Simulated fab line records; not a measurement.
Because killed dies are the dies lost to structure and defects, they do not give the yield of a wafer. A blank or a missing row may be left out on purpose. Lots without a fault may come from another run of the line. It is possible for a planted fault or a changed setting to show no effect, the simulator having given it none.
fab line records	flow n5Finfet
record lots=5	wafers=15	lastDay=18
route steps=1938 shown PASSIVATION@1909
lots that met no fault: from a run of the same line without faults
startH: start of the lot's first displayed wafer, in hours after the record's first day	waitH: hours from the lot's prior step to this one	" repeats the value in the row above	L1.1+2: a single row standing in for several wafers	- either no value or no given start	* or withheld: withheld	< > ~ a bound
route shown NAME@n: NAME is a module with steps in the file, n the number in the route of the first one	usual: average and standard deviation across the fault-free wafers	same: alike in all rows	chamber/n: place in a boat	sites: each site's reading	_std_site: standard deviation across them	_edge_site: inner sites' mean taken away from outer sites' mean	radiusMm: for every site, how far away it sits from the centre of the wafer	mask NAME#n: copy n	behind: the tool/chamber that last shaped the wafer	hold: why the lot was held/for how many hours/how that ended	device: which transistor (n, p or np) failed to switch	end of line: at the end of the route, the tests of the same wafers	a step with no rows: only its recipe	killed: at the first sort, the dies lost to defects and structure; wafer yield is something else	map: the dies of a wafer, with x for killed, . for not killed, _ for no die there
set.NAME: the setting as run; set.NAME@STEP: as run at that earlier step	model.NAME: the simulator's own value behind a step, which no gauge read
a table for each step, a row for each wafer; lots at some steps of the route
services: when a tool's chamber went out of use (startH, in hours from the record's first day, below 0 if earlier), for how many hours, and the reason
## steps
# step N5_PASSIVATION_AL_ETCH_33
# recipe chemistry=Cl2/BCl3	targetDepthA=28000	overEtchFrac=0.15	Cl2_flow_sccm=180	bcl3FlowSccm=60	target=Al	stopOn=TaN	timeS=466.7	ionEnergyEv=100	pressureMtorr=10	icpW=900	biasW=100
# usual drypumpMotorCurrentA=5.9/0.55	oesProductAu=0.68/0.069	throttleValvePct=34.20/0.24
lot.wafer	tool	chamber	startH	waitH	drypumpMotorCurrentA	oesProductAu	rfHoursCounterH	throttleValvePct
L077.2	rieMetal-03	0	285.37	0.1	4.9	0.62	85	33.85
L077.3	"	0	"	"	4.9	0.62	-	33.86
L077.5	"	1	"	"	5.2	0.58	-	34.25
L078.1	rieMetal-01	1	303.29	0.1	5.6	0.77	20	34.48
L078.3	"	0	"	"	6.2	0.67	-	34.22
L078.5	"	0	"	"	6.2	0.67	-	34.22
L081.3	rieMetal-01	1	326.29	0.2	5.6	0.75	-	34.54
L081.4	"	0	"	"	6.2	0.66	-	34.28
L081.5	"	0	"	"	6.2	0.65	-	34.29
L093.1	rieMetal-02	1	400.38	0.1	6.3	0.69	54	34.00
L093.5	"	1	"	"	6.3	0.69	-	34.02
L093.6	"	1	"	"	6.3	0.69	-	34.00
L096.3	rieMetal-02	0	424.19	0.2	6.4	0.60	-	34.46
L096.4	"	1	"	"	6.3	0.68	-	33.99
L096.6	"	1	"	"	6.3	0.69	-	33.98
# step N5_PASSIVATION_ETCH_59
# recipe chemistry=Cl2/BCl3	target=TaN	targetDepthA=650	timeS=34.9	ionEnergyEv=100	pressureMtorr=10	icpW=900	biasW=100	Cl2_flow_sccm=60	bcl3FlowSccm=30
# usual drypumpMotorCurrentA=5.9/0.54	oesProductAu=0.74/0.079	throttleValvePct=21.08/0.2
lot.wafer	tool	chamber	startH	waitH	drypumpMotorCurrentA	oesProductAu	rfHoursCounterH	throttleValvePct
L077.2	rieMetal-03	0	285.77	0.3	5.0	0.68	85	20.87
L077.3	"	0	"	"	5.0	0.68	-	20.88
L077.5	"	1	"	"	5.2	0.64	-	21.14
L078.1	rieMetal-01	1	303.69	0.3	5.6	0.83	20	21.32
L078.3	"	0	"	"	6.2	0.73	-	21.15
L078.5	"	0	"	"	6.2	0.72	-	21.14
L081.3	rieMetal-01	1	326.59	0.2	5.6	0.83	-	21.32
L081.4	"	0	"	"	6.2	0.71	-	21.15
L081.5	"	0	"	"	6.2	0.72	-	21.14
L093.1	rieMetal-02	1	401.18	0.7	6.3	0.76	55	20.86
L093.5	"	1	"	"	6.3	0.75	-	20.89
L093.6	"	1	"	"	6.3	0.76	-	20.87
L096.3	rieMetal-02	0	424.49	0.2	6.5	0.66	-	21.27
L096.4	"	1	"	"	6.3	0.76	-	20.86
L096.6	"	1	"	"	6.3	0.75	-	20.87
# step N5_PASSIVATION_STRIP_34
# recipe chemistry=O2	powerW=600	tempC=60	pressureMtorr=30	rfFrequencyHz=6e+07	biasPowerW=0	overashFraction=2	o2FlowSccm=225
# usual drypumpMotorCurrentA=5.5/0.35	oesProductAu=0.79/0.097	rfVppV=3.6/1.5	showerheadPlenumPTorr=2.09/0.074	throttleValvePct=16.79/0.24
lot.wafer	tool	chamber	startH	waitH	drypumpMotorCurrentA	oesProductAu	rfHoursCounterH	rfVppV	showerheadPlenumPTorr	throttleValvePct
L077.2	rieDiel-01	3	285.91	0.1	5.7	0.72	223	3.1	2.06	16.93
L077.3	"	0	"	"	5.7	0.79	108	2.6	2.11	16.80
L077.5	"	3	"	"	5.7	0.72	-	4.9	2.06	16.97
L078.1	rieDiel-02	2	303.80	0.1	5.3	0.69	240	4.7	1.98	17.22
L078.3	"	0	"	"	6.1	0.75	198	2.2	1.99	16.64
L078.5	"	1	"	"	5.2	0.74	-	4.2	2.10	16.81
L081.3	rieDiel-06	1	326.69	0.1	5.2	0.87	47	2.4	2.03	16.44
L081.4	"	1	"	"	5.1	0.89	-	7.0	2.03	16.46
L081.5	"	2	"	"	5.1	0.67	-	4.6	2.13	16.78
L093.1	rieDiel-06	1	401.48	0.3	5.2	0.85	83	3.9	2.02	16.54
L093.5	"	0	"	"	5.2	0.91	-	2.3	2.16	16.73
L093.6	"	2	"	"	5.2	0.95	-	4.4	2.12	16.39
L096.3	rieDiel-06	1	424.63	0.1	5.2	0.84	91	4.5	2.01	16.44
L096.4	"	3	"	"	5.9	0.94	5	5.4	2.23	16.50
L096.6	"	2	"	"	5.1	0.92	-	5.5	2.12	16.33
# step N5_PASSIVATION_STRIP_51
# recipe chemistry=postEtchResidueRemover	timeS=1200	tempC=72.5
lot.wafer	tool	chamber	startH	waitH
L077.2+3+5	wetBench-02	0,7,5	285.97	-
L078.1+3+5	wetBench-04	0,3,4	303.87	-
L081.3+4+5	wetBench-04	4,3,6	326.75	-
L093.1+5+6	wetBench-04	3,7,4	401.55	-
L096.3+4+6	wetBench-02	0,7,3	424.72	-
# step N5_PASSIVATION_CLEAN_69
# recipe chemistry=IPA	timeS=180	tempC=25
lot.wafer	tool	chamber	startH	waitH
L077.2+3+5	wetBench-02	0,7,5	286.34	0.0
L078.1+3+5	wetBench-04	0,3,4	304.20	0.0
L081.3+4+5	wetBench-04	4,3,6	327.09	0.0
L093.1+5+6	wetBench-04	3,7,4	401.91	0.0
L096.3+4+6	wetBench-02	0,7,3	425.06	0.0
# step N5_PASSIVATION_SRD_70
# recipe dry=ipaMarangoni	timeS=30	tempC=23	rinseLiquid=diw
lot.wafer	tool	chamber	startH	waitH
L077.2+3+5	wetBench-02	0,7,5	286.40	0.0
L078.1+3+5	wetBench-04	0,3,4	304.26	0.0
L081.3+4+5	wetBench-04	4,3,6	327.14	0.0
L093.1+5+6	wetBench-04	3,7,4	401.97	0.0
L096.3+4+6	wetBench-02	0,7,3	425.11	0.0
# step N5_PASSIVATION_PECVD_53
# recipe material=SiO2	targetThkA=8000	tempC=400	precursor=TEOS/O2	pressureTorr=6.5	rfW=withheld	teosFlowSccm=withheld	gas=O2	flowSccm=2650	timeS=169.4
lot.wafer	tool	chamber	startH	waitH
L077.2+3+5	pecvd-01	0,1,0	286.45	0.0
L078.1+3+5	pecvd-02	1,2,0	304.31	0.0
L081.3+4+5	pecvd-04	2,1,2	327.19	0.0
L093.1+5+6	pecvd-02	2,0,2	402.02	0.0
L096.3+4+6	pecvd-04	1,1,0	425.16	0.0
# step N5_PASSIVATION_PECVD_35
# recipe material=SiNx	targetThkA=7000	tempC=400	precursor=SiH4/NH3/N2	pressureTorr=4.9	rfW=1406	timeS=151.3
# usual heaterPowerW=344/75	showerheadPlenumPTorr=8.66/0.054	throttleValvePct=28.8/1.5
lot.wafer	tool	chamber	startH	waitH	heaterPowerW	showerheadPlenumPTorr	throttleValvePct
L077.2	pecvd-01	0	286.56	0.1	400	8.76	29.6
L077.3	"	1	"	"	371	8.66	31.5
L077.5	"	0	"	"	436	8.74	29.4
L078.1	pecvd-02	1	304.42	0.1	331	8.59	27.9
L078.3	"	2	"	"	297	8.69	26.9
L078.5	"	0	"	"	379	8.62	28.4
L081.3	pecvd-04	2	327.30	0.1	190	8.68	27.8
L081.4	"	1	"	"	347	8.64	30.9
L081.5	"	2	"	"	234	8.70	27.8
L093.1	pecvd-02	2	402.18	0.1	319	8.69	27.1
L093.5	"	0	"	"	384	8.64	28.6
L093.6	"	2	"	"	393	8.68	27.3
L096.3	pecvd-04	1	425.27	0.1	387	8.62	30.8
L096.4	"	1	"	"	438	8.61	30.7
L096.6	"	0	"	"	229	8.55	28.0
# step N5_PASSIVATION_HMDS_37
# recipe timeS=60	tempC=120
lot.wafer	tool	chamber	startH	waitH
L077.2+3+5	lithoTrack-03	0	286.69	0.1
L078.1+3+5	lithoTrack-01	0	304.55	0.1
L081.3+4+5	lithoTrack-04	0	327.44	0.1
L093.1+5+6	lithoTrack-04	0	402.37	0.1
L096.3+4+6	lithoTrack-01	0	425.40	0.1
# step N5_PASSIVATION_COAT_38
# recipe spinRpm=3000	resistThkNm=withheld
lot.wafer	tool	chamber	startH	waitH
L077.2+3+5	lithoTrack-03	0	-	-
L078.1+3+5	lithoTrack-01	0	-	-
L081.3+4+5	lithoTrack-04	0	-	-
L093.1+5+6	lithoTrack-04	0	-	-
L096.3+4+6	lithoTrack-01	0	-	-
# step N5_PASSIVATION_EBR_40
# recipe solvent=PGMEA	ebrWidthMm=1.5
lot.wafer	tool	chamber	startH	waitH
L077.2+3+5	lithoTrack-03	0	-	-
L078.1+3+5	lithoTrack-01	0	-	-
L081.3+4+5	lithoTrack-04	0	-	-
L093.1+5+6	lithoTrack-04	0	-	-
L096.3+4+6	lithoTrack-01	0	-	-
# step N5_PASSIVATION_SOFTBAKE_39
# recipe tempC=110	timeS=120
lot.wafer	tool	chamber	startH	waitH
L077.2+3+5	lithoTrack-03	0	-	-
L078.1+3+5	lithoTrack-01	0	-	-
L081.3+4+5	lithoTrack-04	0	-	-
L093.1+5+6	lithoTrack-04	0	-	-
L096.3+4+6	lithoTrack-01	0	-	-
# step N5_PASSIVATION_EXPOSE_41
# recipe maskId=PASS_OPEN	na=0.55	defocusNm=0	sourceShape=conventional	sigmaOuter=0.8	polarization=unpolarized	targetCdNm=40000	doseMj=57.25
lot.wafer	tool	chamber	startH	waitH	mask
L077.2+3+5	krfScanner-01	0	286.94	-	PASS_OPEN#0
L078.1+3+5	krfScanner-01	0	304.79	-	PASS_OPEN#0
L081.3+4+5	krfScanner-01	0	327.69	-	PASS_OPEN#0
L093.1+5+6	krfScanner-02	0	408.78	-	PASS_OPEN#0
L096.3+4+6	krfScanner-02	0	425.66	-	PASS_OPEN#0
# step N5_PASSIVATION_PEB_42
# recipe pebTempC=withheld	pebTimeS=*
lot.wafer	tool	chamber	startH	waitH
L077.2+3+5	lithoTrack-03	0	287.00	0.0
L078.1+3+5	lithoTrack-03	0	304.85	0.1
L081.3+4+5	lithoTrack-04	0	327.74	0.0
L093.1+5+6	lithoTrack-01	0	408.84	0.1
L096.3+4+6	lithoTrack-04	0	425.71	0.0
# step N5_PASSIVATION_DEVELOP_43
# recipe developTimeS=60	rinseLiquid=diw	dry=airSpin	devTempC=21
# usual developerTempC=21.01/0.099
lot.wafer	tool	chamber	startH	waitH	developerTempC
L077.2	lithoTrack-03	0	-	-	21.02
L077.3	"	0	"	"	21.03
L077.5	"	0	"	"	20.88
L078.1	lithoTrack-03	0	-	-	21.00
L078.3	"	0	"	"	21.02
L078.5	"	0	"	"	20.94
L081.3	lithoTrack-04	0	-	-	20.83
L081.4	"	0	"	"	20.90
L081.5	"	0	"	"	20.93
L093.1	lithoTrack-01	0	-	-	21.19
L093.5	"	0	"	"	20.98
L093.6	"	0	"	"	20.90
L096.3	lithoTrack-04	0	-	-	21.09
L096.4	"	0	"	"	21.13
L096.6	"	0	"	"	21.18
# step N5_PASSIVATION_HARDBAKE_45
# recipe tempC=130	timeS=120
lot.wafer	tool	chamber	startH	waitH
L077.2+3+5	lithoTrack-03	0	-	-
L078.1+3+5	lithoTrack-03	0	-	-
L081.3+4+5	lithoTrack-04	0	-	-
L093.1+5+6	lithoTrack-01	0	-	-
L096.3+4+6	lithoTrack-04	0	-	-
# step N5_PASSIVATION_CD_MEAS_44
# recipe targetCdNm=40000	landingEnergyEv=500	detector=seInlens
# usual cdNm=39997/3.5
lot.wafer	tool	chamber	startH	waitH	cdNm
L077.2	cdSem-03	0	287.12	-	39997
L077.3	"	0	"	"	39995
L077.5	"	0	"	"	40002
L078.1	cdSem-01	0	304.97	-	39997
L078.3	"	0	"	"	40002
L078.5	"	0	"	"	40003
L081.3	cdSem-02	0	327.86	-	40001
L081.4	"	0	"	"	40004
L081.5	"	0	"	"	39998
L093.1	cdSem-02	0	408.96	-	39996
L093.5	"	0	"	"	39994
L093.6	"	0	"	"	40001
L096.3	cdSem-03	0	425.83	-	39999
L096.4	"	0	"	"	39997
L096.6	"	0	"	"	39999
# step N5_PASSIVATION_OVL_MEAS_66
# recipe pointsPerWafer=44
# usual PASS_OPEN_OVL=-1/5.2
lot.wafer	tool	chamber	startH	waitH	PASS_OPEN_OVL[nm]
L077.2	overlay-02	0	287.14	0.0	1
L077.3	"	0	"	"	-1
L077.5	"	0	"	"	-5
L078.1	overlay-02	0	305.00	0.0	-6
L078.3	"	0	"	"	-3
L078.5	"	0	"	"	5
L081.3	overlay-02	0	327.89	0.0	-5
L081.4	"	0	"	"	-3
L081.5	"	0	"	"	-10
L093.1	overlay-02	0	408.99	0.0	0
L093.5	"	0	"	"	-8
L093.6	"	0	"	"	-6
L096.3	overlay-02	0	425.86	0.0	-12
L096.4	"	0	"	"	-10
L096.6	"	0	"	"	-7
# step N5_PASSIVATION_INSPECT_67
# recipe mode=adi	inspectInstrument=macro
# usual rawDefectCount=2.1/1.4
lot.wafer	tool	chamber	startH	waitH	rawDefectCount
L077.2	defectInspect-01	-	287.17	0.0	3
L077.3	"	-	"	"	2
L077.5	"	-	"	"	3
L078.1	defectInspect-02	-	305.03	0.0	3
L078.3	"	-	"	"	3
L078.5	"	-	"	"	1
L081.3	defectInspect-01	-	327.91	0.0	2
L081.4	"	-	"	"	0
L081.5	"	-	"	"	1
L093.1	defectInspect-02	-	409.01	0.0	0
L093.5	"	-	"	"	2
L093.6	"	-	"	"	1
L096.3	defectInspect-01	-	425.88	0.0	1
L096.4	"	-	"	"	1
L096.6	"	-	"	"	4
# step N5_PASSIVATION_DESCUM_46
# recipe chemistry=O2	timeS=7.9	sourcePowerW=50	biasPowerW=20	pressureMtorr=20	rfFrequencyHz=2.712e+07	tempC=40	o2FlowSccm=225
# usual drypumpMotorCurrentA=5.6/0.32	oesProductAu=0.77/0.085	rfVppV=242.9/1.2	showerheadPlenumPTorr=2.08/0.066	throttleValvePct=20.57/0.22
lot.wafer	tool	chamber	startH	waitH	drypumpMotorCurrentA	oesProductAu	rfHoursCounterH	rfVppV	showerheadPlenumPTorr	throttleValvePct
L077.2	rieDiel-02	2	287.20	0.0	5.3	0.69	234	241.3	1.98	20.96
L077.3	"	0	"	"	6.1	0.74	192	241.2	1.99	20.32
L077.5	"	1	"	"	5.2	0.75	-	243.8	2.10	20.60
L078.1	rieDiel-06	0	305.06	0.0	5.2	0.68	252	243.3	2.16	21.00
L078.3	"	2	"	"	5.1	0.67	244	244.6	2.13	20.47
L078.5	"	2	"	"	5.1	0.67	-	243.2	2.13	20.47
L081.3	rieDiel-02	1	328.46	0.6	5.2	0.72	196	242.2	2.09	20.62
L081.4	"	2	"	"	5.3	0.67	246	242.1	1.98	20.98
L081.5	"	2	"	"	5.3	0.67	-	241.9	1.98	20.99
L093.1	rieDiel-02	3	409.05	0.0	5.1	0.97	4	244.1	2.16	20.62
L093.5	"	2	"	"	5.3	0.92	-	244.2	2.23	20.67
L093.6	"	3	"	"	5.1	0.97	-	243.4	2.16	20.60
L096.3	rieDiel-06	0	425.91	0.0	5.2	0.91	24	243.9	2.15	20.60
L096.4	"	2	"	"	5.1	0.93	14	244.2	2.12	20.11
L096.6	"	0	"	"	5.2	0.91	-	243.9	2.15	20.59
# step N5_PASSIVATION_PASS_ETCH_47
# recipe chemistry=CF4/O2	target=SiNx	targetDepthA=7700	timeS=385	ionEnergyEv=100	pressureMtorr=40	sourceW=535	biasW=49	Ar_flow_sccm=100	cf4FlowSccm=100	O2_flow_sccm=10
# usual drypumpMotorCurrentA=5.6/0.32	oesProductAu=0.77/0.081	rfVppV=242/4.9	showerheadPlenumPTorr=2.20/0.062	throttleValvePct=16.04/0.18
lot.wafer	tool	chamber	startH	waitH	drypumpMotorCurrentA	oesProductAu	rfHoursCounterH	rfVppV	showerheadPlenumPTorr	throttleValvePct
L077.2	rieDiel-02	2	287.24	0.0	5.3	0.69	234	248	2.10	16.46
L077.3	"	0	"	"	6.2	0.74	192	236	2.11	15.90
L077.5	"	1	"	"	5.2	0.73	-	237	2.20	15.96
L078.1	rieDiel-06	0	305.10	0.0	5.2	0.68	252	236	2.26	16.37
L078.3	"	2	"	"	5.1	0.67	244	241	2.26	16.08
L078.5	"	2	"	"	5.1	0.67	-	239	2.26	16.12
L081.3	rieDiel-02	1	328.50	0.0	5.2	0.72	196	238	2.20	15.99
L081.4	"	2	"	"	5.3	0.68	246	247	2.10	16.48
L081.5	"	2	"	"	5.3	0.68	-	247	2.09	16.49
L093.1	rieDiel-02	3	409.08	0.0	5.1	0.95	4	247	2.25	15.88
L093.5	"	2	"	"	5.3	0.91	-	252	2.35	16.05
L093.6	"	3	"	"	5.1	0.95	-	247	2.25	15.89
L096.3	rieDiel-06	0	425.95	0.0	5.2	0.89	24	236	2.25	15.88
L096.4	"	2	"	"	5.1	0.92	14	240	2.25	15.66
L096.6	"	0	"	"	5.2	0.90	-	235	2.25	15.89
# step N5_PASSIVATION_ETCH_54
# recipe chemistry=CHF3/O2	target=SiO2	targetDepthA=8800	CHF3_flow_sccm=50	O2_flow_sccm=5	Ar_flow_sccm=200	timeS=440	maskMaterial=PR	pressureMtorr=30	sourceW=650	biasW=170	ionEnergyEv=200
# usual CHF3_flow_sccm=50.00/0.14	drypumpMotorCurrentA=5.6/0.32	oesProductAu=0.77/0.081	rfVppV=526/11	showerheadPlenumPTorr=2.41/0.069	throttleValvePct=18.99/0.16
lot.wafer	tool	chamber	startH	waitH	CHF3_flow_sccm	drypumpMotorCurrentA	oesProductAu	rfHoursCounterH	rfVppV	showerheadPlenumPTorr	throttleValvePct
L077.2	rieDiel-02	2	287.46	0.1	49.91	5.3	0.69	234	538	2.29	19.35
L077.3	"	0	"	"	49.93	6.2	0.74	192	514	2.31	18.84
L077.5	"	1	"	"	49.99	5.2	0.74	-	516	2.40	18.87
L078.1	rieDiel-06	0	305.32	0.1	49.86	5.2	0.68	252	512	2.46	19.22
L078.3	"	2	"	"	50.12	5.1	0.67	244	524	2.49	19.08
L078.5	"	2	"	"	50.18	5.1	0.67	-	525	2.49	19.09
L081.3	rieDiel-02	1	328.73	0.1	49.96	5.2	0.72	196	516	2.39	18.90
L081.4	"	2	"	"	49.73	5.3	0.68	246	537	2.28	19.36
L081.5	"	2	"	"	50.02	5.3	0.68	-	537	2.28	19.37
L093.1	rieDiel-02	3	409.31	0.1	49.91	5.1	0.96	5	539	2.47	18.88
L093.5	"	2	"	"	50.11	5.3	0.91	-	547	2.56	19.02
L093.6	"	3	"	"	49.87	5.1	0.96	-	538	2.47	18.87
L096.3	rieDiel-06	0	426.18	0.1	50.14	5.2	0.90	25	513	2.45	18.80
L096.4	"	2	"	"	50.06	5.1	0.91	14	526	2.47	18.71
L096.6	"	0	"	"	49.99	5.2	0.89	-	512	2.45	18.82
# step N5_PASSIVATION_STRIP_48
# recipe chemistry=O2	powerW=600	tempC=60	pressureMtorr=30	rfFrequencyHz=6e+07	biasPowerW=0	overashFraction=0.5	o2FlowSccm=225
# usual drypumpMotorCurrentA=5.6/0.32	oesProductAu=0.77/0.082	rfVppV=3.5/2.5	showerheadPlenumPTorr=2.09/0.066	throttleValvePct=16.82/0.22
lot.wafer	tool	chamber	startH	waitH	drypumpMotorCurrentA	oesProductAu	rfHoursCounterH	rfVppV	showerheadPlenumPTorr	throttleValvePct
L077.2	rieDiel-02	2	287.75	0.1	5.3	0.69	234	5.4	1.98	17.19
L077.3	"	0	"	"	6.1	0.73	192	2.3	2.00	16.66
L077.5	"	1	"	"	5.2	0.75	-	2.4	2.10	16.90
L078.1	rieDiel-06	0	305.61	0.1	5.2	0.68	252	3.2	2.17	17.24
L078.3	"	2	"	"	5.1	0.65	244	6.5	2.14	16.93
L078.5	"	2	"	"	5.1	0.68	-	2.0	2.14	16.76
L081.3	rieDiel-02	1	329.02	0.1	5.2	0.73	196	3.9	2.09	16.86
L081.4	"	2	"	"	5.3	0.67	246	1.5	1.98	17.25
L081.5	"	2	"	"	5.3	0.69	-	3.7	1.98	17.27
L093.1	rieDiel-02	3	409.60	0.1	5.1	0.97	5	5.5	2.16	16.77
L093.5	"	2	"	"	5.3	0.93	-	3.8	2.23	16.89
L093.6	"	3	"	"	5.1	0.95	-	8.8	2.16	16.78
L096.3	rieDiel-06	0	426.46	0.1	5.2	0.92	25	3.1	2.16	16.73
L096.4	"	2	"	"	5.1	0.92	14	5.0	2.12	16.40
L096.6	"	0	"	"	5.2	0.86	-	0	2.16	16.75
# step N5_PASSIVATION_STRIP_52
# recipe chemistry=postEtchResidueRemover	timeS=1200	tempC=72.5
lot.wafer	tool	chamber	startH	waitH
L077.2+3+5	wetBench-02	1,5,4	287.82	-
L078.1+3+5	wetBench-06	5,6,2	305.68	-
L081.3+4+5	wetBench-02	1,6,0	329.08	-
L093.1+5+6	wetBench-06	0,4,3	409.67	-
L096.3+4+6	wetBench-06	2,3,5	426.53	-
# step N5_PASSIVATION_CLEAN_71
# recipe chemistry=IPA	timeS=180	tempC=25
lot.wafer	tool	chamber	startH	waitH
L077.2+3+5	wetBench-02	1,5,4	288.18	0.0
L078.1+3+5	wetBench-06	5,6,2	306.01	0.0
L081.3+4+5	wetBench-02	1,6,0	329.42	0.0
L093.1+5+6	wetBench-06	0,4,3	410.00	0.0
L096.3+4+6	wetBench-06	2,3,5	426.86	0.0
# step N5_PASSIVATION_SRD_72
# recipe dry=ipaMarangoni	timeS=30	tempC=23	rinseLiquid=diw
lot.wafer	tool	chamber	startH	waitH
L077.2+3+5	wetBench-02	1,5,4	288.24	0.0
L078.1+3+5	wetBench-06	5,6,2	306.07	0.0
L081.3+4+5	wetBench-02	1,6,0	329.47	0.0
L093.1+5+6	wetBench-06	0,4,3	410.05	0.0
L096.3+4+6	wetBench-06	2,3,5	426.92	0.0
# step N5_PASSIVATION_ANNEAL_56
# recipe tempC=400	timeS=1800	ambient=FGA	idleTempC=300	rampUpCPerMin=5	rampDownCPerMin=3
# usual spikeTcBottomC=424.3/2	tubeCenterTempC=400/0.037	tube_center_temp_C_max=401.05/0.15	zonePowerCentrePct=4.63/0.09
lot.wafer	tool	chamber	startH	waitH	spikeTcBottomC	tubeCenterTempC	tube_center_temp_C_max	zonePowerCentrePct
L077.2	furnace-01	0	288.29	0.0	425.7	400.06	401.35	4.66
L077.3	"	0	"	"	425.4	400	401.10	4.56
L077.5	"	0	"	"	422.8	399.97	401.06	4.62
L078.1	furnace-02	0	306.11	0.0	427.9	400	401.05	4.71
L078.3	"	0	"	"	427.4	400.03	400.99	4.88
L078.5	"	0	"	"	428.2	400.02	401.23	4.70
L081.3	furnace-01	0	330.35	0.9	425.9	399.96	400.94	4.56
L081.4	"	0	"	"	425.5	400.03	400.93	4.64
L081.5	"	0	"	"	426.0	399.98	400.95	4.61
L093.1	furnace-01	0	410.10	0.0	426.6	400.04	401.00	4.60
L093.5	"	0	"	"	424.8	400.01	400.92	4.64
L093.6	"	0	"	"	425.1	400	400.90	4.63
L096.3	furnace-03	0	426.96	0.0	422.4	399.9	400.85	4.60
L096.4	"	0	"	"	423.1	400.06	401.08	4.53
L096.6	"	0	"	"	423.7	400.01	400.99	4.61
## services
tool	chamber	startH	hours	kind
rieMetal-02	0	263.05	10.3	repair
rieMetal-02	-	267.25	1.4	pm
krfScanner-01	-	279.65	1.0	pm
krfScanner-01	-	287.93	2.7	repair
pecvd-02	1	295.21	5.2	repair
krfScanner-02	-	299.29	0.8	pm
rieDiel-02	2	312.22	9.2	repair
rieMetal-01	1	315.86	8.9	repair
rieDiel-06	0	324.90	17.4	repair
rieDiel-06	3	332.84	3.2	repair
krfScanner-02	-	359.67	3.6	pm
rieDiel-02	1	370.46	5.3	repair
krfScanner-01	-	383.21	1.3	pm
pecvd-02	-	386.45	0.3	repair
pecvd-04	-	393.50	14.6	pm
rieDiel-02	1	395.15	19.8	repair
krfScanner-01	-	398.44	4.0	pm
rieMetal-02	0	398.96	6.8	repair
rieDiel-01	0	400.75	3.4	repair
krfScanner-02	-	402.46	1.0	pm
furnace-03	-	402.95	9.2	repair
krfScanner-02	-	403.46	4.0	pm
krfScanner-02	-	407.48	1.3	pm
pecvd-04	-	416.77	1.2	repair
## key
fault none
